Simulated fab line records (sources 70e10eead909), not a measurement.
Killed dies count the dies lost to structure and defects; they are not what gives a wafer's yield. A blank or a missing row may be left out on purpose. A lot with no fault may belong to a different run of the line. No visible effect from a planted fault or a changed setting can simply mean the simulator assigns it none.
Matching of chambers + flow nandHarc + NHARC_A_CONTACT_DEP_85 on pecvd-02 has 3 sister chambers
The step deposits SiON, target thk 60 nm. 6 wafers are shown with their chamber, then 11 later ones without.

WAFERS PAIRED WITH THEIR CHAMBERS
| wafer  | chamber | heaterPowerW (W) |
|--------|---------|------------------|
| L080.5 | 0       | 733              |
| L082.1 | 0       | 720              |
| L082.4 | 1       | 845              |
| L086.3 | 1       | 827              |
| L086.6 | 2       | 873              |
| L085.1 | 2       | 880              |

WAFERS MISSING THEIR CHAMBER
| wafer  | heaterPowerW (W) |
|--------|------------------|
| L085.2 | 654              |
| L085.5 | 910              |
| L092.2 | 792              |
| L092.3 | 853              |
| L092.6 | 828              |
| L095.2 | 805              |
| L095.4 | 794              |
| L095.6 | 854              |
| L097.2 | 804              |
| L097.3 | 682              |
| L097.5 | 870              |

THE CHAMBER EACH PASSED THROUGH
| wafer  | from the rows above     | in truth                   |
|--------|-------------------------|----------------------------|
| L085.2 | 0                       | 0                          |
| L085.5 | 2                       | 2                          |
| L092.2 | 1                       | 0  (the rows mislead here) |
| L092.3 | can't be placed: 1 or 2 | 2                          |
| L092.6 | 1                       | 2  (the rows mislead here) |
| L095.2 | 1                       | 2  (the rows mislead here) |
| L095.4 | 1                       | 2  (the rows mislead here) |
| L095.6 | can't be placed: 1 or 2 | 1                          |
| L097.2 | 1                       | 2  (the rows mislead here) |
| L097.3 | 0                       | 0                          |
| L097.5 | 2                       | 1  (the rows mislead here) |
Correct placement for 3 of the 11. Unplaceable from these rows: 2, with the true chamber sitting among the candidates in 2. Wrongly placed: 6.
How it was worked out, from the rows above alone: a wafer's distance from a chamber is the root of the sum, over the readings, of the square of ((its reading less the chamber's mean) divided by the reading's scatter). The wafer belongs to the nearest chamber; if the next one is less than 2 further off, it can't be placed. For every chamber, the mean is computed from those of its wafers that are shown. How the scatter is found: for the shown wafers, subtract from each reading the mean of its chamber, square and add these, divide the total by (wafers less chambers), then take the root.
